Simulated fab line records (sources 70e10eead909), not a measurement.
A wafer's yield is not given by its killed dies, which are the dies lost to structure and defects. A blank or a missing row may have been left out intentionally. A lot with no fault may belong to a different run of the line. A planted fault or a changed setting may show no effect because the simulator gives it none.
Which tool is to blame? ; flow nand_harc ; 11 lots, 33 wafers sampled, at 3 steps of a route of 1302

## WHAT EACH GAUGE READ, for each wafer
NHARC_P_GATE_CD_MEAS_59: the cd target is 720 nm. Usual: cd_nm reads 719.2 nm (standard deviation 2.1).
lot;measured;on;cd_nm (nm);flag
L301;day 7 21:13;cd_sem-02;720.0 715.4 719.4;
L302;day 7 21:40;cd_sem-02;720.0 721.2 717.3;
L303;day 8 12:20;cd_sem-01;720.1 721.7 718.5;
L304;day 8 20:53;cd_sem-01;703.7 699.9 703.3 704.0 699.3 703.7;OFF
L309;day 11 01:26;cd_sem-03;720.2 715.1 718.0;
L313;day 12 10:16;cd_sem-02;718.4 720.1 716.2;
L314;day 13 03:17;cd_sem-02;719.8 720.6 719.8;
L315;day 13 13:01;cd_sem-02;718.5 719.5 722.9;
L317;day 14 05:24;cd_sem-03;715.0 718.1 721.6;
L318;day 14 19:06;cd_sem-02;715.3 722.8 719.5;
L319;day 15 10:20;cd_sem-01;720.4 720.7 716.8;

## WHICH TOOL RAN EACH LOT (tool, then ch and the chambers of the sampled wafers, then the start)
lot;NHARC_P_GATE_STRIP_75;NHARC_P_GATE_EXPOSE_56
L301;plasma_asher-02 ch 0,1, day 7 20:25;krf_scanner-04 ch 0, day 7 21:03
L302;plasma_asher-01 ch 0,1, day 7 20:52;krf_scanner-04 ch 0, day 7 21:31
L303;plasma_asher-01 ch 0,1, day 8 11:24;krf_scanner-01 ch 0, day 8 12:11
L304;plasma_asher-01 ch 0,1, day 8 19:57;krf_scanner-02 ch 0, day 8 20:43
L309;plasma_asher-01 ch 0,1, day 11 00:29;krf_scanner-01 ch 0, day 11 01:17
L313;plasma_asher-01 ch 0,1, day 12 09:29;krf_scanner-04 ch 0, day 12 10:07
L314;plasma_asher-01 ch 0,1, day 13 02:22;krf_scanner-01 ch 0, day 13 03:07
L315;plasma_asher-01 ch 0,1, day 13 12:05;krf_scanner-04 ch 0, day 13 12:51
L317;plasma_asher-01 ch 1, day 14 04:29;krf_scanner-04 ch 0, day 14 05:14
L318;plasma_asher-01 ch 0,1, day 14 18:19;krf_scanner-04 ch 0, day 14 18:57
L319;plasma_asher-02 ch 0,1, day 15 09:24;krf_scanner-02 ch 0, day 15 10:10
- NHARC_P_GATE_STRIP_75: strips in O2.
- NHARC_P_GATE_EXPOSE_56: exposes mask P PSD, target cd 720 nm.

## AS READ BY THE TOOLS THEMSELVES (means over the sampled wafers that have a number; for cases with no such wafer, the mark the record gives instead)
NHARC_P_GATE_STRIP_75. Usual: drypump_motor_current_A 5.8 A, standard deviation 0.36; heater_power_w 344 W, standard deviation 45; temp_c 250.03 C, standard deviation 0.16.
lot;tool;drypump_motor_current_A (A);heater_power_w (W);temp_c (C);flag
L301;plasma_asher-02;6.1;340;250.05;
L302;plasma_asher-01;5.8;345;249.97;
L303;plasma_asher-01;5.6;313;250.10;
L304;plasma_asher-01;5.6;314;250.26;
L309;plasma_asher-01;5.8;343;250.02;
L313;plasma_asher-01;5.8;340;250.01;
L314;plasma_asher-01;5.8;336;250.22;
L315;plasma_asher-01;5.6;319;250.11;
L317;plasma_asher-01;6.0;368;249.95;
L318;plasma_asher-01;5.8;342;250.06;
L319;plasma_asher-02;5.9;366;250.04;

NHARC_P_GATE_EXPOSE_56. Usual: focus_offset_nm reads -0.1 nm (standard deviation 0.49).
lot;tool;focus_offset_nm (nm);flag
L301;krf_scanner-04;-0.4;
L302;krf_scanner-04;-0.1;
L303;krf_scanner-01;-0.1;
L304;krf_scanner-02;-0.4;
L309;krf_scanner-01;-0.1;
L313;krf_scanner-04;0.2;
L314;krf_scanner-01;-0.4;
L315;krf_scanner-04;0.1;
L317;krf_scanner-04;0.3;
L318;krf_scanner-04;0.2;
L319;krf_scanner-02;0.5;

## THE ANSWER, worked out from the rows above alone
Rule: a lot is off if the mean of its wafers that have a number lies more than 3 standard deviations from the usual mean. Also off: a lot with no number at a reading for which 4 or more lots have one. Where the step has rows for the other lots, those lots are counted as sound. First the gauges in route order, then the tools' own readings, where a lot's mean is used as printed above. At the first step where some lot is off, the reading lying furthest off is the one used; lots without a number count as furthest.
Off, at NHARC_P_GATE_CD_MEAS_59 on cd_nm: L304.
A tool fits if, at a process step before that reading, it ran every lot that is off, and no sound lot after the first of them. Those tools and the gauges at NHARC_P_GATE_CD_MEAS_59 are tried in the same way. Not one of the candidates tried fits.

## WHAT HAD BEEN PUT IN BY THE SIMULATOR
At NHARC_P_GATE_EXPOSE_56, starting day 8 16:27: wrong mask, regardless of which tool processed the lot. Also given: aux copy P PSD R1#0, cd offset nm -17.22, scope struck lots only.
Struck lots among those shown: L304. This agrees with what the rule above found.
